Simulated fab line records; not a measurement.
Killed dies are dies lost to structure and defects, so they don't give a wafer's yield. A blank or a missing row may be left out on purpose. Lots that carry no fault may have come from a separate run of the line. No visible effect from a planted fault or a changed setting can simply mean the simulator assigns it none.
Comparing a struck lot with a sound one || flow nand harc || 39 out of 1302 route steps
Sound: these wafers, L605.1, L605.4, L605.5. Struck: wafers L615.2, L615.3, L615.5. At the end, the cause is stated.
Order at every step that has rows: each side's tool, ch and its chambers, its first start. Under that, the readings that differ: sound wafers || struck wafers || difference of the means || sigmas: that difference in standard deviations of wafers without a fault.
alike: readings with means less than 2 such deviations apart, plus words and numbers identical on both sides. not compared: withheld readings, readings lacking a value on some wafer, bounds such as >300 that could conceal the same value, and numbers that have no deviation in the record and whose values overlap.
The two part at a step that has a row with sigmas, a row that says differs or no value, or rows on one side only. Non-overlapping numbers with no deviation appear without sigmas and do not part them. A reading missing from all wafers of one side parts the sides only when that side holds two or more wafers.

NHARC_A_CHANNEL_HOLE_D2_STRIP_28: strips in O2.
  sound: rie diel-05 ch 0,2,3; struck: rie diel-12 ch 0,1,2
  alike: drypump motor current A, mfc ar sccm, oes product au, rf vpp V, showerhead plenum p Torr, throttle valve pct
  not compared: rf hours counter h
then, 2 steps without rows for these wafers: NHARC_A_CHANNEL_HOLE_D2_PRECLEAN_29 (cleans in SC1); NHARC_A_CHANNEL_HOLE_D2_SRD_30.
NHARC_A_CHANNEL_HOLE_D2_CD_MEAS_31:
  sound on cd sem-03 at day 13 22:41; struck on cd sem-03 at day 17 23:55
  alike: cd nm
after that, 1 step had no rows for these wafers: NHARC_A_CHANNEL_HOLE_D2_XSEM_32.
NHARC_A_CHANNEL_HOLE_D2_INSPECT_40:
  sound on defect inspect-02 at day 13 22:52; struck on defect inspect-02 at day 18 00:06
  alike: raw defect count
then, 5 steps without rows for these wafers: NHARC_A_CHANNEL_FILL_D2_PRECLEAN_00 (cleans in SC1); NHARC_A_CHANNEL_FILL_D2_SRD_01; NHARC_A_CHANNEL_FILL_D2_ALD_02 (deposits SiO2, target thk 6 nm, pulse time 10 s, ald cycles 60); NHARC_A_CHANNEL_FILL_D2_ALD_03 (deposits SiNx, target thk 6 nm, pulse time 60 s, ald cycles 58); NHARC_A_CHANNEL_FILL_D2_ALD_14 (deposits SiO2, target thk 2.5 nm, pulse time 10 s, ald cycles 25).
NHARC_A_CHANNEL_FILL_D2_ALD_15: deposits SiNx, target thk 2 nm, pulse time 60 s, ald cycles 19.
  sound: ald sin batch-02 ch 0; struck: ald sin batch-03 ch 0
  alike: chamber pressure Torr, precursor pulse height rel
NHARC_A_CHANNEL_FILL_D2_ALD_16: deposits SiO2, target thk 1.5 nm, pulse time 10 s, ald cycles 15.
  sound on ald hk-02 ch 0,3, day 14 11:15; struck on ald hk-04 ch 0,3, day 18 12:03
  alike: heater power w, precursor pulse height rel
then, 10 steps without rows for these wafers: NHARC_A_CHANNEL_FILL_D2_ANNEAL_17 (time 1800 s); NHARC_A_CHANNEL_FILL_D2_CVD_18 (deposits poly-Si, target thk 3 nm); NHARC_A_CHANNEL_FILL_D2_ETCHBACK_19 (etches the open film in HBr/Cl2, target depth 5 nm, time 1.7 s); NHARC_A_CHANNEL_FILL_D2_ETCHBACK_20 (etches the open film in C4F8/O2/Ar, target depth 27 nm, time 13.5 s); NHARC_A_CHANNEL_FILL_D2_STRIP_28 (strips in O2, time 20 s); NHARC_A_CHANNEL_FILL_D2_PRECLEAN_21 (cleans in dHF, time 30 s); NHARC_A_CHANNEL_FILL_D2_SRD_23; NHARC_A_CHANNEL_FILL_D2_CVD_05 (deposits poly-Si, target thk 5 nm); NHARC_A_CHANNEL_FILL_D2_ANNEAL_22 (time 7200 s); NHARC_A_CHANNEL_FILL_D2_ALD_25 (deposits SiOx, target thk 60 nm, pulse time 10 s, ald cycles 600).
NHARC_A_CHANNEL_FILL_D2_ETCHBACK_08: etches the open film in C4F8, target depth 220 nm, time 110 s.
  sound: rie diel-07 ch 0,2,3; struck: rie diel-07 ch 1,2,3
  alike: oes product au, rf vpp V
  not compared: rf hours counter h
NHARC_A_CHANNEL_FILL_D2_STRIP_29: strips in O2, time 20 s.
  sound: rie diel-07 ch 1,2,3; struck: rie diel-07 ch 0,2,3
  alike: drypump motor current A, mfc ar sccm, oes product au, rf vpp V, showerhead plenum p Torr, throttle valve pct
  not compared: rf hours counter h
then, 5 steps without rows for these wafers: NHARC_A_CHANNEL_FILL_D2_PRECLEAN_30 (cleans in dHF, time 30 s); NHARC_A_CHANNEL_FILL_D2_SRD_31; NHARC_A_CHANNEL_FILL_D2_CVD_09 (deposits poly-Si, target thk 150 nm, time 3000 s); NHARC_A_CHANNEL_FILL_D2_CMP_10 (polishes, target thk 150 nm); NHARC_A_CHANNEL_FILL_D2_SRD_12.
NHARC_A_CHANNEL_FILL_D2_RTA_24: time 5 s.
  sound on rtp anneal-01 ch 0, day 16 00:36; struck on rtp anneal-02 ch 0, day 20 01:17
{"reading": "lamp power pct (%)", "sound": "32.6 32.7 32.7", "struck": "34.5 34.4 34.5", "difference": "+1.8", "sigmas": "+2"}
  alike: wafer_temp_C_max
then, 7 steps without rows for these wafers: NHARC_A_STAIRCASE_DEP_156 (deposits SiNx, target thk 50 nm); NHARC_A_STAIRCASE_DEHYDRATE_158 (time 120 s); NHARC_A_STAIRCASE_HMDS_159 (time 30 s); NHARC_A_STAIRCASE_COAT_160; NHARC_A_STAIRCASE_SOFTBAKE_161 (time 170 s); NHARC_A_STAIRCASE_EBR_162; NHARC_A_STAIRCASE_EXPOSE_163 (exposes mask STAIR OPEN).
-- jump in the record: it breaks off in module A_STAIRCASE and resumes in module END (first step shown: number 1302 of the route), and 9 days separate the struck wafers' starts before and after --
NHARC_END_SORT_01:
  sound on prober-02 ch 0, day 24 19:11; struck on prober-01 ch 0, day 28 15:31
{"reading": "killed at array", "sound": "88 57 67", "struck": "113 125 136", "difference": "+54", "sigmas": "+3"}
{"reading": "killed dies", "sound": "93 63 71", "struck": "120 134 138", "difference": "+55", "sigmas": "+3"}
  alike: killed at other, killed at periphery, killed open, killed short

== WHERE THEY PART ==
First at NHARC_A_CHANNEL_FILL_D2_RTA_24; last, within this record, at NHARC_END_SORT_01.

WHY: whatever the simulator had introduced
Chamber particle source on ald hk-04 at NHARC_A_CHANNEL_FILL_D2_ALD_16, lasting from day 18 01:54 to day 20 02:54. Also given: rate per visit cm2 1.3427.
